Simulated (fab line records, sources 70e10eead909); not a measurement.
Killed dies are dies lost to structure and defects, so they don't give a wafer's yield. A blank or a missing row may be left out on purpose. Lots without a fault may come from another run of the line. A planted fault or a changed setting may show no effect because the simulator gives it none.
Which tool did it? | flow nand_harc | 10 lots, 30 wafers sampled, at 6 steps of a route of 1302

WHAT THE GAUGES READ, wafer by wafer
NHARC_END_SORT_01.
lot  | measured     | on        | killed_at_array
L251 | day 27 06:42 | prober-01 | 72 63 75
L253 | day 29 12:41 | prober-02 | 30 21 24
L258 | day 31 17:44 | prober-02 | 119 98 119

WHICH TOOL RAN EACH LOT (tool, then ch and the chambers of the sampled wafers, then the start)
lot  | NHARC_A_WL_FILL_ETCHBACK_26      | NHARC_A_CONTACT_DESCUM_47          | NHARC_A_CONTACT_ETCH_49                       | NHARC_A_CONTACT_ETCH_50                       | NHARC_A_CONTACT_ETCH_112
L247 | rie_si-01 ch 2,3, day 22 07:59   | rie_diel-04 ch 0,1,2, day 22 15:11 | rie_diel-04 ch 0,1,3, day 22 17:11 or earlier | rie_diel-04 ch 1,2,3, day 22 17:11 or earlier | har_cap_etch-03 ch 0,1, day 22 17:11
L246 | rie_si-05 ch 0,1,2, day 22 08:01 | rie_diel-11 ch 2,3, day 22 15:01   | rie_diel-11 ch 1,2,3, day 22 17:02 or earlier | rie_diel-11 ch 1,2,3, day 22 17:02 or earlier | har_cap_etch-02 ch 0,1, day 22 17:02
L249 | rie_si-05 ch 2,3, day 23 16:19   | rie_diel-13 ch 0,1,2, day 23 23:21 | rie_diel-13 ch 2,3, day 24 01:58 or earlier   | rie_diel-13 ch 2,3, day 24 01:58 or earlier   | har_cap_etch-01 ch 0,1, day 24 01:58
L251 | rie_si-01 ch 1,3, day 24 05:15   | rie_diel-11 ch 0,2,3, day 24 13:28 | rie_diel-11 ch 0,1,2, day 24 15:29 or earlier | rie_diel-11 ch 1,2,3, day 24 15:29 or earlier | har_cap_etch-02 ch 0, day 24 15:29
L254 | rie_si-05 ch 0,3, day 25 17:20   | rie_diel-11 ch 1,2, day 26 00:19   | rie_diel-11 ch 0,1, day 26 02:28 or earlier   | rie_diel-11 ch 0,2, day 26 02:28 or earlier   | har_cap_etch-02 ch 0,1, day 26 02:28
L253 | rie_si-01 ch 0,1,3, day 25 23:27 | rie_diel-04 ch 0,2, day 26 08:47   | rie_diel-04 ch 1,3, day 26 10:53 or earlier   | rie_diel-04 ch 0,1, day 26 10:53 or earlier   | har_cap_etch-02 ch 0,1, day 26 10:53
L258 | rie_si-01 ch 0,1, day 27 08:46   | rie_diel-11 ch 1,2,3, day 27 18:37 | rie_diel-11 ch 0,2, day 27 21:08 or earlier   | rie_diel-11 ch 0,1,3, day 27 21:08 or earlier | har_cap_etch-03 ch 1, day 27 21:08
L260 | rie_si-05 ch 1,2,3, day 27 14:34 | rie_diel-13 ch 0,3, day 28 00:37   | rie_diel-13 ch 0,3, day 28 00:52              | rie_diel-13 ch 0,3, day 28 01:26              | har_cap_etch-01 ch 0,1, day 28 03:46
L265 | rie_si-03 ch 0,1,3, day 29 22:43 | rie_diel-04 ch 0,2, day 30 08:34   | rie_diel-04 ch 0,2,3, day 30 10:37 or earlier | rie_diel-04 ch 0,2, day 30 10:37 or earlier   | har_cap_etch-01 ch 1, day 30 10:37
L266 | rie_si-01 ch 1,3, day 30 13:26   | rie_diel-11 ch 0,1, day 30 20:41   | rie_diel-11 ch 2,3, day 30 22:47 or earlier   | rie_diel-11 ch 2,3, day 30 22:47 or earlier   | har_cap_etch-03 ch 0,1, day 30 22:47
- NHARC_A_WL_FILL_ETCHBACK_26: etches the open film in HBr, target depth 52 nm, time 13.3 s.
- NHARC_A_CONTACT_DESCUM_47: chemistry O2, time 3 s.
- NHARC_A_CONTACT_ETCH_49: etches the open film in N2/H2, target depth 260 nm, time 475.3 s.
- NHARC_A_CONTACT_ETCH_50: etches the open film in CF4/CHF3, target depth 121 nm, time 60.5 s.
- NHARC_A_CONTACT_ETCH_112: etches the open film in C4F8/O2/Ar, time 190 s, target depth 1850 nm.

THE ANSWER, worked out from the rows above alone
Rule: what is usual is taken from the lots themselves. Put in order of their means at a reading, lots are off if they are a third of the lots or fewer, leave a main group of 4 or more, and stand apart from it by a gap of 3 or more times the standard deviation of the main group's means; of several such gaps the widest counts. A main group whose means are all the same, to the digits that the tables above print for the reading, isn't used. A lot without any number at a reading at which 4 lots or more have one is off too. The other lots that the step has rows for count as sound.
No lot is off at any reading shown: from this, nothing can be told.

WHAT THE SIMULATOR HAD PUT IN
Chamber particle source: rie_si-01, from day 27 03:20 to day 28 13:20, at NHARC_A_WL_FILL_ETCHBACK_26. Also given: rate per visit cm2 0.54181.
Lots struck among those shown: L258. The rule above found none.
